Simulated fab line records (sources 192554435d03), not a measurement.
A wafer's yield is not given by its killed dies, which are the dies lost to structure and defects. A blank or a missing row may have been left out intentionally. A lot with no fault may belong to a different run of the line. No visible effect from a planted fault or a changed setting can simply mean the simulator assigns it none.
Matching of chambers -- flow n5-finfet -- N5_BEOL_M4_ETCH_63 on rie-diel-04 has 4 sister chambers
The step etches SiARC in CF4, target depth 15.6 nm, time 26 s. 4 wafers are shown with their chamber, then 8 later ones without.

== WAFERS, EACH WITH ITS CHAMBER ==
wafer,chamber,drypump-motor-current-A (A)
L089.5,1,5.3
L091.1,0,5.8
L091.4,2,4.8
L094.4,3,5.6

== WAFERS WITH NO CHAMBER GIVEN ==
wafer,drypump-motor-current-A (A)
L094.5,4.8
L094.6,5.6
L096.1,5.6
L096.2,5.3
L096.4,5.8
L097.4,4.8
L097.5,5.9
L097.6,5.7

== EACH ONE'S CHAMBER ==
wafer,from the rows above,in truth
L094.5,2,2
L094.6,3,3
L096.1,3,3
L096.2,1,1
L096.4,0,0
L097.4,2,2
L097.5,0,0
L097.6,can't be placed: 0 or 3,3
7 of 8 placed correctly. Cannot be placed on the basis of these rows: 1; the candidates contain the true chamber in 1. 0 placed wrongly.
How it was worked out, from the rows above alone: a wafer's distance from a chamber is the root of the sum, over the readings, of the square of ((its reading less the chamber's mean) divided by the reading's scatter). The wafer belongs to the nearest chamber; if the next one is less than 2 further off, it can't be placed. A chamber's mean is the mean of its shown wafers. The scatter: with one shown wafer a chamber, the root of the mean of the squares of how far each hidden wafer lies from its nearest shown one.
